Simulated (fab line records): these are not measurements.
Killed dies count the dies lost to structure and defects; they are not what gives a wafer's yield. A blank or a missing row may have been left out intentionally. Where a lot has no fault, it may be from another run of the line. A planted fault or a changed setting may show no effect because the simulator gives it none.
fab line records	flow n5Finfet
[record] lots = 6	wafers = 18	lastDay = 18
route steps=1938 shown ILD0@337 SDB@347 BEOL_M4@1111 PASSIVATION@1936
lots that met no fault: taken from a fault-free run of the same line
startH: hours from the record's opening day to when the first of the lot's shown wafers began	waitH: hours from the lot's prior step to this one	" unchanged from the row above	L1.1+2: a single row standing in for several wafers	- either no value or no given start	* or withheld: withheld	< > ~ a bound
route shown NAME@n: NAME is a module with steps in the file, n the number in the route of the first one	usual: average and standard deviation across the fault-free wafers	same: alike in all rows	chamber/n: place in a boat	sites: per-site readings	_std_site: how widely they spread, as a standard deviation	_edge_site: the outer-site mean with the inner-site mean subtracted	radiusMm: for every site, how far away it sits from the centre of the wafer	mask NAME#n: copy n	behind: the tool/chamber that last shaped the wafer	hold: reason for holding the lot/hours on hold/outcome of the hold	device: whichever transistor did not switch (one of n, p or np)	end of line: the route-end tests of the same wafers	step lacking rows: just its recipe	killed: dies lost to structure and defects at the first sort, not the wafer's yield	map: shows each die of a wafer: x if killed, . if not, _ if none is there
set.NAME: the setting that was run; set.NAME@STEP: the one run at that earlier step	model.NAME: the simulator's own value behind a step, which no gauge read
lots at some steps of the route; a table a step, a row a wafer
services: the hour from which a tool's chamber was out of use, counted from the record's first day as startH (under 0 if before that day), plus the number of hours and why
[[steps]]
[step N5_ILD0_CURE_02]
[recipe] tempC = 450	timeS = 1800	ambient = steam	idleTempC = 400	rampUpCPerMin = 5	rampDownCPerMin = 3	densificationPH2oTorr = 640
[step N5_ILD0_CMP_03]
[recipe] stopOn = SiNx	tOverpolishS = 1.9	postCmpClean = alkalineBrush	downForcePsi = 4.1491	platenRpm = 51.796	padVelocityMS = 1.0306	targetThkNm = 197.38
[usual] motorCurrentA = 12.0/1.8	overpolishRunS = 1.901/0.0088	timeToEndpointS = 71/3.4
lot.wafer	tool	chamber	startH	waitH	motorCurrentA	overpolishRunS	timeToEndpointS
L430.4	cmp-02	3	100.90	0.0	11.3	1.889	72
L430.3	"	1	"	"	13.8	1.895	71
L430.6	"	0	"	"	10.1	1.902	66
L432.3	cmp-03	1	111.25	0.0	13.8	1.891	71
L432.1	"	0	"	"	9.4	1.899	71
L432.6	"	1	"	"	13.0	1.922	65
L443.3	cmp-03	3	180.58	0.1	15.3	1.902	71
L443.2	"	0	"	"	9.3	1.901	68
L443.5	"	1	"	"	13.6	1.894	67
L444.3	cmp-02	0	182.91	0.1	10.5	1.895	70
L444.2	"	1	"	"	14.4	1.906	74
L444.4	"	3	"	"	10.9	1.906	74
L445.2	cmp-04	1	189.58	0.0	10.8	1.905	70
L445.4	"	2	"	"	10.7	1.912	71
L445.1	"	3	"	"	10.9	1.900	76
L447.1	cmp-04	3	201.72	0.1	10.3	1.913	64
L447.3	"	0	"	"	12.8	1.887	64
L447.5	"	2	"	"	10.6	1.911	64
[step N5_ILD0_THK_MEAS_04]
[usual] thkNm = 197.4/0.95
lot.wafer	tool	chamber	startH	waitH	thkNm
L430.3	filmMetro-02	-	101.19	-	196.2
L430.4	"	-	"	"	197.1
L430.6	"	-	"	"	198.2
L432.1	filmMetro-01	-	111.54	-	195.6
L432.3	"	-	"	"	197.5
L432.6	"	-	"	"	197.4
L443.2	filmMetro-01	-	180.80	-	198.1
L443.3	"	-	"	"	197.8
L443.5	"	-	"	"	198.5
L444.2	filmMetro-02	-	183.21	-	198.2
L444.3	"	-	"	"	197.4
L444.4	"	-	"	"	199.3
L445.1	filmMetro-01	-	189.87	-	197.6
L445.2	"	-	"	"	195.8
L445.4	"	-	"	"	195.9
L447.1	filmMetro-01	-	201.94	-	195.9
L447.3	"	-	"	"	196.2
L447.5	"	-	"	"	198.1
[step N5_ILD0_CMP_07]
[recipe] stopOn = poly-Si	material = SiO2_flowable	tOverpolishS = 1.18	postCmpClean = alkalineBrush	downForcePsi = 4.1491	platenRpm = 51.796	padVelocityMS = 1.0306	targetThkNm = 138.88
[usual] motorCurrentA = 12.2/1.8
lot.wafer	tool	chamber	startH	waitH	motorCurrentA
L430.4	cmp-03	1	101.22	0.0	14.4
L430.3	"	0	"	"	9.0
L430.6	"	2	"	"	9.7
L432.3	cmp-02	3	111.65	0.1	11.6
L432.1	"	0	"	"	10.7
L432.6	"	2	"	"	14.4
L443.2	cmp-02	1	180.87	0.1	13.6
L443.3	"	2	"	"	13.1
L443.5	"	1	"	"	14.3
L444.2	cmp-02	1	183.24	0.0	14.8
L444.4	"	2	"	"	14.1
L444.3	"	3	"	"	11.6
L445.1	cmp-04	0	189.90	0.0	13.6
L445.4	"	1	"	"	10.4
L445.2	"	2	"	"	10.4
L447.1	cmp-03	0	201.97	0.0	9.6
L447.3	"	1	"	"	14.1
L447.5	"	1	"	"	13.3
[step N5_ILD0_THK_MEAS_08]
[usual] thkNm = 139.0/0.9
lot.wafer	tool	chamber	startH	waitH	thkNm
L430.3	filmMetro-01	-	101.52	-	138.1
L430.4	"	-	"	"	138.1
L430.6	"	-	"	"	140.3
L432.1	filmMetro-01	-	111.87	-	137.6
L432.3	"	-	"	"	139.9
L432.6	"	-	"	"	138.6
L443.2	filmMetro-02	-	181.13	-	140.6
L443.3	"	-	"	"	139.2
L443.5	"	-	"	"	138.7
L444.2	filmMetro-01	-	183.53	-	137.5
L444.3	"	-	"	"	139.0
L444.4	"	-	"	"	138.7
L445.1	filmMetro-01	-	190.20	-	139.5
L445.2	"	-	"	"	138.3
L445.4	"	-	"	"	137.6
L447.1	filmMetro-02	-	202.27	-	138.5
L447.3	"	-	"	"	137.6
L447.5	"	-	"	"	137.9
[step N5_ILD0_PRECLEAN_10]
[recipe] chemistry = NF3:NH3	afsCycles = 5	timeS = 20	tempC = 30	sublimationTempC = 180	sublimationTimeS = 60	pressureTorr = 3	rfPowerW = 30
[step N5_ILD0_ALD_15]
[recipe] material = SiNx	targetThkA = 240	tempC = 400	aldPrecursorFamily = SiH2I2	aldCoReactant = N2/H2-plasma	pulseTimeS = 1	aldCycles = 480	purgeTimeS = 2	coReactantPurgeTimeS = 2	pressureTorr = 2
[usual] heaterPowerW = 833/97	precursorPulseHeightRel = 1.000/0.02	susceptorTempC = 399.99/0.24
lot.wafer	tool	chamber	startH	waitH	heaterPowerW	precursorPulseHeightRel	susceptorTempC
L430.3	aldSin-02	0	102.23	0.4	992	0.992	399.61
L430.4	"	3	"	"	664	0.986	399.69
L430.6	"	1	103.32	1.1	770	1.021	400.12
L432.1	aldSin-01	1	112.59	0.6	852	0.994	400.19
L432.3	"	2	"	"	780	1.031	400.04
L432.6	"	0	113.67	1.1	830	0.991	400.17
L443.2	aldSin-01	1	181.84	0.5	888	1.019	399.97
L443.3	"	3	"	"	837	0.998	400.13
L443.5	"	3	182.93	1.2	826	0.963	399.94
L444.2	aldSin-02	0	184.25	0.5	997	0.980	399.75
L444.3	"	1	"	"	775	0.968	400.30
L444.4	"	0	185.34	1.3	1019	0.992	400.02
L445.1	aldSin-02	2	190.92	0.6	840	0.983	399.68
L445.2	"	1	"	"	775	0.973	399.49
L445.4	"	3	"	"	654	0.988	399.74
L447.1	aldSin-04	2	202.99	0.6	785	1.017	399.80
L447.3	"	1	"	"	887	1.026	400.38
L447.5	"	0	204.07	1.2	923	0.989	400.10
[step N5_ILD0_CMP_12]
[recipe] stopOn = poly-Si	material = SiNx	tOverpolishS = 6	postCmpClean = alkalineBrush	downForcePsi = 2.5	platenRpm = 51.8	padVelocityMS = 1.0307	targetThkNm = 17.67
[usual] motorCurrentA = 8.8/1.4	overpolishRunS = 5.999/0.0086	timeToEndpointS = 29.3/2.3
lot.wafer	tool	chamber	startH	waitH	motorCurrentA	overpolishRunS	timeToEndpointS
L430.4	cmp-03	2	104.47	1.2	6.6	6.003	28.6
L430.3	"	3	"	"	11.4	5.995	28.7
L430.6	"	1	"	"	10.1	6.003	26.0
L432.3	cmp-04	2	114.87	1.2	7.3	6.009	26.7
L432.1	"	3	"	"	7.7	5.994	27.8
L432.6	"	1	"	"	8.3	6.005	25.4
L443.2	cmp-03	3	184.05	1.1	11.5	5.996	28.4
L443.3	"	2	"	"	7.0	6.002	30.6
L443.5	"	3	"	"	10.9	5.996	30.4
L444.4	cmp-04	0	186.49	0.1	10.1	5.999	28.5
L444.3	"	1	"	"	8.0	6.007	27.0
L444.2	"	2	"	"	7.5	5.996	25.4
L445.1	cmp-02	2	193.45	1.4	10.2	5.995	28.5
L445.4	"	3	"	"	8.2	6.009	29.7
L445.2	"	0	"	"	7.6	5.994	26.8
L447.3	cmp-02	3	205.23	1.2	8.3	5.999	27.5
L447.1	"	0	"	"	8.1	6.010	23.7
L447.5	"	3	"	"	8.9	6.009	29.7
[step N5_ILD0_THK_MEAS_13]
[usual] thkNm = 17.8/0.82
lot.wafer	tool	chamber	startH	waitH	thkNm
L430.3	filmMetro-01	-	104.73	-	18.9
L430.4	"	-	"	"	19.2
L430.6	"	-	"	"	18.6
L432.1	filmMetro-01	-	115.09	-	17.1
L432.3	"	-	"	"	16.9
L432.6	"	-	"	"	17.8
L443.2	filmMetro-01	-	184.34	-	16.6
L443.3	"	-	"	"	18.6
L443.5	"	-	"	"	16.7
L444.2	filmMetro-01	-	186.75	-	17.4
L444.3	"	-	"	"	17.7
L444.4	"	-	"	"	16.9
L445.1	filmMetro-02	-	193.71	-	17.0
L445.2	"	-	"	"	16.0
L445.4	"	-	"	"	17.6
L447.1	filmMetro-01	-	205.48	-	16.0
L447.3	"	-	"	"	18.4
L447.5	"	-	"	"	18.3
[step N5_ILD0_INSPECT_06]
[recipe] inspectInstrument = darkfield	mode = postCmp
[usual] rawDefectCount = 39/14
lot.wafer	tool	chamber	startH	waitH	rawDefectCount
L430.3	defectInspect-02	-	104.75	0.0	23
L430.4	"	-	"	"	40
L430.6	"	-	"	"	39
L432.1	defectInspect-02	-	115.11	0.0	39
L432.3	"	-	"	"	37
L432.6	"	-	"	"	50
L443.2	defectInspect-01	-	184.37	0.0	32
L443.3	"	-	"	"	47
L443.5	"	-	"	"	28
L444.2	defectInspect-01	-	186.77	0.0	51
L444.3	"	-	"	"	59
L444.4	"	-	"	"	49
L445.1	defectInspect-01	-	193.73	0.0	35
L445.2	"	-	"	"	36
L445.4	"	-	"	"	44
L447.1	defectInspect-02	-	205.51	0.0	11
L447.3	"	-	"	"	23
L447.5	"	-	"	"	10
[step N5_SDB_HM_DEP_00]
[recipe] material = SiNx	targetThkA = 400	tempC = 400	precursor = SiH4/NH3/N2	pressureTorr = 1.5	rfW = 300	timeS = 35.3
[usual] heaterPowerW = 718/65	showerheadPlenumPTorr = 5.15/0.085	susceptorTempC = 399.99/0.25	throttleValvePct = 40.8/2.9
lot.wafer	tool	chamber	startH	waitH	heaterPowerW	showerheadPlenumPTorr	susceptorTempC	throttleValvePct
L430.3	pecvd-03	2	104.79	0.0	689	5.17	399.81	35.6
L430.4	"	0	"	"	742	5.23	400.15	44.0
L430.6	"	1	"	"	732	5.15	400.25	40.0
L432.1	pecvd-02	1	115.15	0.0	675	5.19	399.90	42.1
L432.3	"	0	"	"	828	5.10	400.54	40.5
L432.6	"	2	"	"	730	5.21	399.95	40.5
L443.2	pecvd-03	2	184.40	0.0	748	5.16	399.94	35.7
L443.3	"	0	"	"	839	5.22	399.66	44.3
L443.5	"	1	"	"	741	5.15	400.17	39.9
L444.2	pecvd-03	1	186.81	0.0	721	5.16	400.15	40.1
L444.3	"	0	"	"	794	5.22	400.24	44.2
L444.4	"	2	"	"	758	5.17	399.25	35.5
L445.1	pecvd-03	0	193.77	0.0	739	5.21	399.95	44.4
L445.2	"	1	"	"	696	5.14	399.81	39.8
L445.4	"	1	"	"	677	5.15	399.74	39.7
L447.1	pecvd-04	1	205.55	0.0	675	5.15	400.03	39.8
L447.3	"	0	"	"	686	4.89	400.00	41.3
L447.5	"	1	"	"	662	5.15	399.81	39.7
[step N5_SDB_COAT_03]
[recipe] resist = SOC	tempC = 250	timeS = 60	spinRpm = 1500	resistThkNm = 100
[step N5_SDB_COAT_04]
[recipe] resist = SiARC	tempC = 220	timeS = 60	spinRpm = 1500	resistThkNm = 18
[usual] runLengthS = 66.14/0.17
lot.wafer	tool	chamber	startH	waitH	runLengthS
L430.3	lithoTrack-01	0	104.88	-	66.20
L430.4	"	0	"	"	66.50
L430.6	"	0	"	"	66.14
L432.1	lithoTrack-03	0	115.23	-	66.03
L432.3	"	0	"	"	65.95
L432.6	"	0	"	"	66.10
L443.2	lithoTrack-01	0	184.49	-	66.42
L443.3	"	0	"	"	66.21
L443.5	"	0	"	"	66.15
L444.2	lithoTrack-01	0	186.89	-	66.27
L444.3	"	0	"	"	66.55
L444.4	"	0	"	"	89.76
L445.1	lithoTrack-01	0	193.88	-	89.77
L445.2	"	0	"	"	66.32
L445.4	"	0	"	"	89.95
L447.1	lithoTrack-03	0	205.66	-	66.07
L447.3	"	0	"	"	66.11
L447.5	"	0	"	"	66.05
[step N5_SDB_COAT_05]
[recipe] resist = CAR-ArF	spinRpm = 1500	resistThkNm = 90
[step N5_BEOL_M4_RC_MEAS_101]
[usual] DIBL_N = 36.3/1.2	DIBL_P = 36.3/1.4	IOFF_N = 0.157/0.02	IOFF_P = 0.22/0.033	ION_N = 675/9.6	ION_P = 465/8.2	SS_N = 71.4/0.45	SS_P = 73.3/0.54	VT_N = 249.8/2.5	VT_P = -249/3.2
lot.wafer	tool	chamber	startH	waitH	DIBL_N[mV/V]	DIBL_P[mV/V]	IOFF_N[nA/um]	IOFF_P[nA/um]	ION_N[uA/um]	ION_P[uA/um]	SS_N[mV/dec]	SS_P[mV/dec]	VT_N[mV]	VT_P[mV]
L430.3	prober-01	0	235.18	0.3	36.7	36.2	0.146	0.19	670	451	70.4	73.0	251.1	-256
L430.4	"	0	"	"	37.0	36.5	0.146	0.20	669	463	71.2	73.4	251.2	-251
L430.6	"	0	"	"	35.5	35.0	0.124	0.17	661	453	71.1	73.2	254.5	-253
L432.1	prober-01	0	247.92	0.0	37.6	35.5	0.165	0.23	679	464	71.4	73.5	250.5	-247
L432.3	"	0	"	"	38.6	37.0	0.182	0.26	688	477	71.7	73.7	249.2	-246
L432.6	"	0	"	"	38.0	35.8	0.156	0.22	674	467	71.6	73.5	251.0	-249
L443.2	prober-02	0	300.73	0.3	35.4	37.1	0.135	0.20	657	460	70.9	73.3	252.2	-251
L443.3	"	0	"	"	35.1	36.5	0.133	0.19	666	462	70.9	72.7	251.8	-251
L443.5	"	0	"	"	35.0	36.3	0.129	0.20	663	465	71.1	72.6	252.5	-251
L444.2	prober-02	0	309.13	0.2	37.2	37.4	0.182	0.25	679	463	71.3	73.4	245.6	-245
L444.3	"	0	"	"	35.6	35.7	0.150	0.21	669	466	70.6	73.3	248.5	-246
L444.4	"	0	"	"	37.5	37.6	0.181	0.25	678	466	71.4	73.6	247.2	-247
L445.1	prober-02	0	315.03	0.0	35.3	34.1	0.138	0.21	673	469	70.9	74.0	251.2	-247
L445.2	"	0	"	"	36.9	36.3	0.167	0.25	680	475	71.6	73.2	248.0	-246
L445.4	"	0	"	"	37.5	36.9	0.182	0.25	687	470	71.6	74.2	248.5	-246
L447.1	prober-02	0	331.66	0.0	38.1	39.6	0.188	0.30	691	488	71.7	73.6	247.9	-244
L447.3	"	0	"	"	35.9	37.1	0.151	0.25	678	478	71.2	72.8	251.6	-247
L447.5	"	0	"	"	36.8	37.8	0.161	0.26	681	477	71.3	73.8	248.9	-243
[step N5_PASSIVATION_PROBE_49]
[usual] defectLimitedYield = 91.1/1.4	killed_at_M0_to_M3 = 33/10	killed_at_M4_up = 15/5.8	killedAtContacts = 13/5.9	killedAtFrontEnd = 39/11	killedAtOther = 4/3.6	killedDies = 105/16	killedOpen = 68/11	killedShort = 34/7.8	sort_bin_5_function = 5.2/0.88	sort_bin_6_memory = 3.3/0.61	sortNPass = 1075/16	sortYieldPct = 91.1/1.4
[same] grossDies = 1180	killedAtBackSide = 0	sort_bin_4_leakage[%] = 0	sort_bin_8_speed[%] = 0
lot.wafer	tool	chamber	startH	waitH	defectLimitedYield[%]	killed_at_M0_to_M3	killed_at_M4_up	killedAtContacts	killedAtFrontEnd	killedAtOther	killedDies	killedOpen	killedShort	sort_bin_5_function[%]	sort_bin_6_memory[%]	sortNPass	sortYieldPct[%]
L444.2	prober-02	-	410.27	0.1	92.5	19	12	14	38	6	89	59	29	4.2	2.9	1091	92.5
L444.3	prober-02	-	410.32	0.1	93.4	25	9	8	33	3	78	50	28	3.4	3.2	1102	93.4
L444.4	prober-02	-	410.37	0.2	92.3	30	12	6	40	3	91	64	26	5.0	2.6	1089	92.3
// killed by level:class
L444.2 DUMMY_GATE:geometricParticle:open=10 MOL_CONTACT_COAG:geometricParticle:open=9 BEOL_M2:geometricParticle:open=7 MOL_CONTACT_COAG:geometricParticle:short=5 BEOL_M0_SAQP:geometricParticle:short=5 GATE_CUT:geometricParticle:open=4 BEOL_M4:geometricParticle:open=4 BEOL_M0_SAQP:geometricParticle:open=4
L444.3 BEOL_M0_SAQP:geometricParticle:short=12 DUMMY_GATE:geometricParticle:open=10 MOL_CONTACT_COAG:geometricParticle:open=7 FIN_SAQP:geometricParticle:open=6 BEOL_M2:geometricParticle:open=4 STI_FIN_REVEAL:geometricParticle:open=3 DUMMY_GATE:geometricParticle:short=3 GATE_CUT:geometricParticle:short=3
L444.4 BEOL_M0_SAQP:geometricParticle:open=8 DUMMY_GATE:geometricParticle:open=7 BEOL_M0_SAQP:geometricParticle:short=7 BEOL_M3:geometricParticle:open=7 MOL_CONTACT_COAG:geometricParticle:open=6 BEOL_M4:geometricParticle:open=6 FIN_SAQP:geometricParticle:short=4 FIN_SAQP:geometricParticle:open=4
[[services]]
tool	chamber	startH	hours	kind
aldSin-04	3	85.24	15.2	repair
aldSin-02	-	85.25	14.0	pm
aldSin-02	0	85.25	14.0	ventCycle
aldSin-02	1	85.25	14.0	ventCycle
aldSin-02	2	85.25	14.0	ventCycle
aldSin-02	3	85.25	14.0	ventCycle
aldSin-01	3	89.03	4.4	repair
pecvd-02	-	106.83	2.8	pm
cmp-04	-	108.90	1.5	repair
cmp-03	-	133.15	4.0	pm
cmp-03	-	137.15	-	consumableReplace:conditioner
cmp-03	-	137.15	-	consumableReplace:pad
cmp-03	-	139.82	3.8	repair
pecvd-02	0	142.29	5.6	repair
pecvd-03	-	165.20	5.5	pm
cmp-02	-	174.22	1.1	repair
pecvd-03	1	174.37	5.5	scheduledDown
cmp-03	-	186.94	8.3	pm
pecvd-03	2	188.00	18.4	repair
aldSin-01	-	189.68	4.3	pm
cmp-04	-	192.11	4.0	pm
cmp-04	-	196.11	-	consumableReplace:conditioner
cmp-04	-	196.11	-	consumableReplace:pad
pecvd-03	-	205.57	2.8	pm
[[key]]
[firstSign] step = N5_SDB_COAT_04	reading = runLengthS	direction = up	sigmas = 99+	usual = *	struck = *
effect none on later readings
metAt N5_SDB_COAT_04
struckWafers L444.4,L445.1,L445.4
onsetBetween 184.49 186.89
[fault] kind = processParameterDrift	tool = lithoTrack-01	chamber = -	onsetH = 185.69	steps = N5_SDB_COAT_04	channel = timeS	offset = *	shape = step	endH = 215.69	scope = struckWafersOnly	actsIn = *	stated = *
